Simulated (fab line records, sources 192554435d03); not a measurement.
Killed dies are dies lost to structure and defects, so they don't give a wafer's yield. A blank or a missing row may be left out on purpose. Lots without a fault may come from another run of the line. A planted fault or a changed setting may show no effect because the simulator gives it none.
fab line records | flow n5_finfet
record lots=12 wafers=36 last_day=16
route steps=1938 shown BEOL_M3@1000 PASSIVATION@1905
lots that met no fault: from a run of the same line without faults
start_h: hours from the record's first day to the start of the lot's first wafer shown | wait_h: hours since the lot's step before | " the same as in the row above | L1.1+2: a row that stands for several wafers | - no value, or no start given | * or withheld: withheld | < > ~ a bound
route shown NAME@n: a module of which the file shows steps, and the number in the route of the first | usual: mean/standard deviation of fault-free wafers | same: alike in all rows | chamber/n: place in a boat | sites: the reading at each site | _std_site: their standard deviation | _edge_site: outer sites' mean less inner sites' | radius_mm: how far each site lies from the wafer's centre | mask NAME#n: copy n | behind: the tool/chamber that last shaped the wafer | hold: why the lot was held/for how many hours/how that ended | device: the transistor (n, p or np) that didn't switch | end of line: the same wafers' tests at the end of the route | a step without rows: its recipe alone | killed: dies lost to structure and defects at the first sort, not the wafer's yield | map: a wafer's dies, x killed, . not, _ none there
set.NAME: the setting as run; set.NAME@STEP: as run at that earlier step | model.NAME: the simulator's own value behind a step, which no gauge read
steps of the route over a sample of lots; a table a step, a row a wafer
services: from which hour (start_h, from the record's first day; less than 0 if before it) a tool's chamber was out of use, for how many hours, and why
## steps
# step N5_BEOL_M3_SPUTTER_86
# recipe material=Cu target_thk_a=45 temp_c=-20 chamber_pressure_pa=0.07 power_w=withheld time_s=8.29
# usual throttle_valve_pct=30.0/1.3
# columns lot.wafer tool chamber start_h wait_h throttle_valve_pct
L388.3 pvd_sputter-02 - 150.96 0.1 29.2
L388.5 " - " " 29.1
L388.6 " - " " 30.3
L390.1 pvd_sputter-02 - 158.26 0.1 30.7
L390.4 " - " " 29.0
L390.6 " - " " 29.0
L389.2 pvd_sputter-01 - 161.70 0.1 28.5
L389.5 " - " " 30.6
L389.6 " - " " 28.4
L391.2 pvd_sputter-03 - 166.49 0.1 31.6
L391.3 " - " " 30.9
L391.4 " - " " 31.6
L393.1 pvd_sputter-02 - 181.07 0.1 30.0
L393.4 " - " " 30.8
L393.6 " - " " 29.0
L396.2 pvd_sputter-01 - 196.12 0.1 30.6
L396.3 " - " " 28.7
L396.6 " - " " 29.0
L397.1 pvd_sputter-02 - 205.60 0.1 30.1
L397.3 " - " " 30.6
L397.6 " - " " 29.0
L398.1 pvd_sputter-02 - 208.88 0.1 30.9
L398.2 " - " " 30.8
L398.5 " - " " 29.2
L400.2 pvd_sputter-02 - 222.47 0.1 29.0
L400.4 " - " " 29.8
L400.6 " - " " 30.8
L402.1 pvd_sputter-02 - 233.94 0.1 30.7
L402.2 " - " " 30.0
L402.3 " - " " 29.0
L407.1 pvd_sputter-02 - 268.12 0.1 29.3
L407.4 " - " " 30.5
L407.6 " - " " 29.1
L406.2 pvd_sputter-02 - 277.06 0.1 31.0
L406.4 " - " " 29.1
L406.6 " - " " 30.8
# step N5_PASSIVATION_CD_MEAS_30
# recipe target_cd_nm=4000 landing_energy_ev=500 detector=se_inlens polarity=opening
# usual cd_nm=3999.9/2.2
# columns lot.wafer tool chamber start_h wait_h cd_nm
L388.3 cd_sem-02 0 257.80 - 3996.0
L388.5 " 0 " " 4001.2
L388.6 " 0 " " 4003.0
L390.1 cd_sem-02 0 258.30 - 4000.0
L390.4 " 0 " " 3999.3
L390.6 " 0 " " 4002.9
L389.2 cd_sem-02 0 271.16 - 4000.5
L389.5 " 0 " " 4000.8
L389.6 " 0 " " 4001.0
L391.2 cd_sem-02 0 282.55 - 4000.3
L391.3 " 0 " " 4001.8
L391.4 " 0 " " 3996.1
L393.1 cd_sem-03 0 287.63 - 3999.5
L393.4 " 0 " " 3998.0
L393.6 " 0 " " 4001.1
L396.2 cd_sem-01 0 310.20 - 3997.1
L396.3 " 0 " " 3998.2
L396.6 " 0 " " 4002.6
L397.1 cd_sem-03 0 314.93 - 4002.0
L397.3 " 0 " " 3999.5
L397.6 " 0 " " 4001.2
L398.1 cd_sem-02 0 323.97 - 4001.5
L398.2 " 0 " " 4001.6
L398.5 " 0 " " 3999.1
L400.2 cd_sem-01 0 330.42 - 4001.2
L400.4 " 0 " " 3997.4
L400.6 " 0 " " 3995.2
L402.1 cd_sem-02 0 341.60 - 3998.4
L402.2 " 0 " " 4002.0
L402.3 " 0 " " 4003.5
L407.1 cd_sem-02 0 381.83 - 3995.8
L407.4 " 0 " " 4001.9
L407.6 " 0 " " 4002.6
L406.2 cd_sem-03 0 388.04 - 3998.9
L406.4 " 0 " " 3998.3
L406.6 " 0 " " 3999.9
# step N5_PASSIVATION_STRIP_48
# recipe chemistry=O2 power_w=600 temp_c=60 pressure_mtorr=30 rf_frequency_hz=6e+07 bias_power_w=0 overash_fraction=0.5 o2_flow_sccm=225
# usual drypump_motor_current_A=5.7/0.38 oes_product_au=0.83/0.077 rf_vpp_V=3.5/2.2 showerhead_plenum_p_Torr=2.09/0.097 throttle_valve_pct=16.49/0.21
# columns lot.wafer tool chamber start_h wait_h drypump_motor_current_A oes_product_au rf_hours_counter_h rf_vpp_V showerhead_plenum_p_Torr throttle_valve_pct
L388.3 rie_diel-05 2 260.18 0.1 5.5 0.71 201 4.8 1.90 16.60
L388.5 " 3 " " 5.5 0.92 - 4.1 2.01 16.62
L388.6 " 2 " " 5.4 0.74 - 3.3 1.90 16.70
L390.1 rie_diel-04 0 261.08 0.1 5.6 0.83 85 0.7 2.22 16.71
L390.4 " 3 " " 6.0 0.88 46 1.0 2.04 16.28
L390.6 " 0 " " 5.6 0.84 - 2.1 2.22 16.69
L389.2 rie_diel-04 3 274.25 0.1 6.0 0.87 51 0 2.03 16.17
L389.5 " 1 " " 5.5 0.64 - 3.3 2.17 16.56
L389.6 " 0 " " 5.6 0.85 - 3.3 2.22 16.74
L391.2 rie_diel-04 0 284.93 0.1 5.6 0.83 93 3.3 2.22 16.70
L391.3 " 1 " " 5.4 0.67 240 4.2 2.16 16.66
L391.4 " 3 " " 6.0 0.88 54 5.7 2.04 16.30
L393.1 rie_diel-04 0 290.14 0.1 5.6 0.83 95 2.6 2.21 16.75
L393.4 " 3 " " 6.1 0.88 56 2.8 2.03 16.28
L393.6 " 2 " " 5.3 0.88 - 4.5 2.03 16.55
L396.2 rie_diel-04 0 313.09 0.1 5.5 0.81 106 4.1 2.21 16.75
L396.3 " 3 " " 6.1 0.87 67 5.8 2.03 16.23
L396.6 " 0 " " 5.6 0.80 - 1.3 2.21 16.75
L397.1 rie_diel-05 2 317.34 0.1 5.5 0.74 215 3.1 1.89 16.61
L397.3 " 0 " " 5.1 0.88 51 2.8 2.13 16.19
L397.6 " 1 " " 6.1 0.74 - 4.2 2.16 16.80
L398.1 rie_diel-05 0 326.41 0.1 5.0 0.90 54 4.2 2.13 16.26
L398.2 " 3 " " 5.6 0.86 62 2.4 2.01 16.64
L398.5 " 0 " " 5.0 0.86 - 5.6 2.13 16.15
L400.2 rie_diel-02 3 333.13 0.1 6.6 0.96 7 5.0 2.06 16.15
L400.4 " 2 " " 5.6 0.85 42 2.9 2.03 16.49
L400.6 " 3 " " 6.5 0.97 - 4.4 2.06 16.16
L402.1 rie_diel-04 1 344.87 0.1 5.5 0.89 10 1.8 2.16 16.22
L402.2 " 3 " " 6.1 0.81 73 4.9 2.03 16.31
L402.3 " 0 " " 5.6 0.80 120 2.1 2.20 16.80
L407.1 rie_diel-05 3 384.86 0.1 5.6 0.83 79 6.3 2.00 16.60
L407.4 " 1 " " 6.1 0.70 222 4.0 2.15 16.85
L407.6 " 3 " " 5.6 0.81 - 6.8 2.00 16.61
L406.2 rie_diel-02 3 390.85 0.1 6.5 0.90 27 6.7 2.05 16.18
L406.4 " 3 " " 6.6 0.92 - 0.8 2.05 16.20
L406.6 " 1 " " 5.9 0.83 - 4.4 2.16 16.62
# step N5_PASSIVATION_PROBE_49
# usual defect_limited_yield=91.2/1.6 killed_at_M0_to_M3=34/11 killed_at_M4_up=13/5.2 killed_at_contacts=13/6.3 killed_at_front_end=40/14 killed_at_other=3.2/2.4 killed_dies=104/19 killed_open=69/14 killed_short=32/7.5 sort_bin_4_leakage=0.00/0.04 sort_bin_5_function=5.3/1.1 sort_bin_6_memory=3.2/0.73 sort_bin_8_speed=0.01/0.038 sort_n_pass=1076/19
# same gross_dies=1180 killed_at_back_side=0
# columns lot.wafer tool chamber start_h wait_h defect_limited_yield[%] killed_at_M0_to_M3 killed_at_M4_up killed_at_contacts killed_at_front_end killed_at_other killed_dies killed_open killed_short sort_bin_4_leakage[%] sort_bin_5_function[%] sort_bin_6_memory[%] sort_bin_8_speed[%] sort_n_pass
L397.1 prober-02 - 319.85 0.0 90.4 53 11 13 34 2 113 70 41 0 6.0 3.3 0 1067
L397.3 prober-02 - 319.95 0.1 92.4 26 12 23 28 1 90 60 27 0 4.6 2.9 0.08 1089
L397.6 prober-02 - 320.10 0.3 90.3 43 9 20 39 3 114 82 30 0 5.5 3.8 0 1066
L400.2 prober-02 - 335.71 0.1 90.3 29 23 6 53 4 115 80 35 0 5.6 3.6 0 1065
L400.4 prober-02 - 335.81 0.2 90.5 33 15 22 37 5 112 76 35 0 6.5 2.4 0 1068
L400.6 prober-02 - 335.91 0.3 90.8 26 20 12 47 4 109 78 27 0 5.6 3.6 0 1071
L402.1 prober-02 - 347.40 0.0 89.4 39 13 5 64 4 125 90 32 0 6.7 3.6 0 1055
L402.2 prober-02 - 347.45 0.1 86.9 49 5 7 88 5 154 99 53 0 7.8 5.1 0 1026
L402.3 prober-02 - 347.50 0.1 89.2 62 12 3 44 6 127 80 42 0 6.1 4.0 0 1053
L407.1 prober-02 - 387.37 0.0 83.9 128 8 13 39 2 190 65 24 0 9.9 4.0 0.17 990
L407.4 prober-02 - 387.52 0.2 84.6 124 7 11 36 4 182 53 36 0 10.3 3.5 0 998
L407.6 prober-02 - 387.62 0.3 83.0 154 10 5 31 1 201 62 28 0 12.2 3.5 0 979
L406.2 prober-01 - 393.39 0.1 80.6 145 12 25 44 3 229 85 40 0 12.0 5.3 0 951
L406.4 prober-01 - 393.49 0.2 83.6 133 11 16 30 3 193 45 27 0 10.5 3.4 0 987
L406.6 prober-01 - 393.59 0.3 86.4 114 10 16 20 1 161 47 17 0 7.9 4.2 0 1019
# killed by level:class
L397.1 BEOL_M1:geometric_particle:open=11 BEOL_M2:geometric_particle:open=10 MOL_CONTACT_COAG:geometric_particle:open=9 FIN_SAQP:geometric_particle:open=7 BEOL_M2:geometric_particle:short=6 DUMMY_GATE:geometric_particle:open=5 BEOL_M0_SAQP:geometric_particle:open=5 BEOL_M3:geometric_particle:open=5
L397.3 MOL_CONTACT_COAG:geometric_particle:open=15 BEOL_M2:geometric_particle:open=9 MOL_CONTACT_COAG:geometric_particle:short=8 BEOL_M4:geometric_particle:open=6 FIN_SAQP:geometric_particle:open=5 GATE_CUT:geometric_particle:open=4 GATE_CUT:geometric_particle:short=4 BEOL_M0_SAQP:geometric_particle:short=4
L397.6 BEOL_M2:geometric_particle:open=16 MOL_CONTACT_COAG:geometric_particle:open=13 STI_FIN_REVEAL:geometric_particle:open=9 BEOL_M0:geometric_particle:open=9 GATE_CUT:geometric_particle:short=7 MOL_CONTACT_COAG:geometric_particle:short=7 BEOL_M1:geometric_particle:open=6 BEOL_M3:geometric_particle:open=6
L400.2 STI_FIN_REVEAL:geometric_particle:open=15 FIN_SAQP:geometric_particle:open=11 BEOL_M2:geometric_particle:open=7 BEOL_M4:geometric_particle:open=7 FIN_SAQP:geometric_particle:short=6 MOL_CONTACT_COAG:geometric_particle:open=6 BEOL_M0_SAQP:geometric_particle:short=6 BEOL_M0_SAQP:geometric_particle:open=6
L400.4 MOL_CONTACT_COAG:geometric_particle:open=18 BEOL_M0_SAQP:geometric_particle:open=15 BEOL_M4:geometric_particle:open=8 FIN_SAQP:geometric_particle:short=7 STI_FIN_REVEAL:geometric_particle:open=7 BEOL_M0_SAQP:geometric_particle:short=7 FIN_SAQP:geometric_particle:open=4 STI_FIN_REVEAL:geometric_particle:short=4
L400.6 STI_FIN_REVEAL:geometric_particle:open=12 BEOL_M4:geometric_particle:open=12 BEOL_M0_SAQP:geometric_particle:open=11 FIN_SAQP:geometric_particle:open=10 DUMMY_GATE:geometric_particle:open=9 MOL_CONTACT_COAG:geometric_particle:open=7 BEOL_M0_SAQP:geometric_particle:short=7 MOL_CONTACT_COAG:geometric_particle:short=5
L402.1 FIN_SAQP:geometric_particle:open=22 BEOL_M0_SAQP:geometric_particle:open=14 STI_FIN_REVEAL:geometric_particle:open=11 BEOL_M3:geometric_particle:open=9 GATE_CUT:geometric_particle:short=7 BEOL_M0_SAQP:geometric_particle:short=6 MOL_CONTACT_COAG:geometric_particle:open=5 ILD0:geometric_particle:open=5
L402.2 STI_FIN_REVEAL:geometric_particle:open=31 FIN_SAQP:geometric_particle:open=15 FIN_SAQP:geometric_particle:short=14 BEOL_M0_SAQP:geometric_particle:open=13 BEOL_M0_SAQP:geometric_particle:short=13 BEOL_M2:geometric_particle:open=10 STI_FIN_REVEAL:geometric_particle:short=7 BEOL_M1:geometric_particle:open=6
L402.3 BEOL_M0_SAQP:geometric_particle:short=21 BEOL_M0_SAQP:geometric_particle:open=19 FIN_SAQP:geometric_particle:open=10 STI_FIN_REVEAL:geometric_particle:open=10 BEOL_M4:geometric_particle:open=9 BEOL_M2:geometric_particle:open=8 FIN_SAQP:geometric_particle:short=5 BEOL_M1:geometric_particle:open=4
L407.1 BEOL_M3:unspecified=97 BEOL_M0_SAQP:geometric_particle:open=11 MOL_CONTACT_COAG:geometric_particle:open=11 FIN_SAQP:geometric_particle:short=7 STI_FIN_REVEAL:geometric_particle:open=6 BEOL_M2:geometric_particle:open=6 BEOL_M1:geometric_particle:open=6 FIN_SAQP:geometric_particle:open=5
L407.4 BEOL_M3:unspecified=88 BEOL_M0_SAQP:geometric_particle:short=12 MOL_CONTACT_COAG:geometric_particle:open=10 BEOL_M0_SAQP:geometric_particle:open=9 FIN_SAQP:geometric_particle:short=8 GATE_CUT:geometric_particle:short=6 DUMMY_GATE:geometric_particle:open=5 STI_FIN_REVEAL:geometric_particle:open=4
L407.6 BEOL_M3:unspecified=108 BEOL_M0_SAQP:geometric_particle:open=11 BEOL_M0_SAQP:geometric_particle:short=10 BEOL_M3:geometric_particle:open=9 BEOL_M1:geometric_particle:open=8 FIN_SAQP:geometric_particle:open=5 FIN_SAQP:geometric_particle:short=5 STARTING-WAFER:geometric_particle:open=5
L406.2 BEOL_M3:unspecified=100 MOL_CONTACT_COAG:geometric_particle:open=19 FIN_SAQP:geometric_particle:short=12 BEOL_M3:geometric_particle:open=10 FIN_SAQP:geometric_particle:open=7 STI_FIN_REVEAL:geometric_particle:open=7 MOL_CONTACT_COAG:geometric_particle:short=6 BEOL_M0_SAQP:geometric_particle:open=6
L406.4 BEOL_M3:unspecified=113 MOL_CONTACT_COAG:geometric_particle:open=13 HKMG_FIN:area_etch=6 BEOL_M4:geometric_particle:open=5 DUMMY_GATE:geometric_particle:open=4 BEOL_M2:geometric_particle:short=4 BEOL_M3:geometric_particle:open=4 SDB:geometric_particle:short=3
L406.6 BEOL_M3:unspecified=96 MOL_CONTACT_COAG:geometric_particle:open=13 BEOL_M1:geometric_particle:open=6 BEOL_M0_SAQP:geometric_particle:open=4 FIN_SAQP:geometric_particle:open=3 STI_FIN_REVEAL:geometric_particle:open=3 GATE_CUT:geometric_particle:short=3 MOL_CONTACT_COAG:geometric_particle:short=3
## services
# columns tool chamber start_h hours kind
rie_diel-05 0 132.26 - clean
rie_diel-05 0 132.26 - consumable_replace:focus_ring
rie_diel-05 0 132.26 24.3 scheduled_down
rie_diel-05 0 132.26 24.3 vent_cycle
rie_diel-04 3 143.18 13.8 repair
rie_diel-05 - 164.14 0.3 repair
rie_diel-05 - 171.64 2.2 repair
rie_diel-02 3 173.21 5.4 repair
rie_diel-04 1 175.48 62.1 repair
rie_diel-05 3 201.47 13.7 repair
rie_diel-05 2 219.41 2.6 repair
rie_diel-02 3 230.91 5.1 repair
rie_diel-04 2 237.62 - clean
rie_diel-04 2 237.62 - consumable_replace:focus_ring
rie_diel-04 2 237.62 14.2 scheduled_down
rie_diel-04 2 237.62 14.2 vent_cycle
rie_diel-05 - 291.28 14.6 pm
rie_diel-04 1 306.00 - clean
rie_diel-04 1 306.00 - consumable_replace:focus_ring
rie_diel-04 1 306.00 15.0 scheduled_down
rie_diel-04 1 306.00 15.0 vent_cycle
rie_diel-04 3 317.19 18.4 repair
rie_diel-02 2 328.01 2.4 repair
rie_diel-04 3 352.07 12.2 repair
## key
first_sign step=N5_PASSIVATION_PROBE_49 reading=killed_at_M0_to_M3 direction=up sigmas=8.8 usual=34 struck=133
effect step=N5_PASSIVATION_PROBE_49 reading=defect_limited_yield direction=down sigmas=4.7 usual=91.2 struck=83.7
more_kills_born_at N5_BEOL_M3_SPUTTER_86@pvd_sputter-02=602
met_at N5_BEOL_M3_SPUTTER_86
struck_lots L406,L407
not_acting_at N5_PASSIVATION_CD_MEAS_30,N5_PASSIVATION_STRIP_48
onset_between 233.94 268.12
also_fits time
fault kind=chamber_particle_source tool=pvd_sputter-02 chamber=- onset_h=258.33 steps=N5_BEOL_M3_SPUTTER_86 rate_per_visit_cm2=0.56568 end_h=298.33
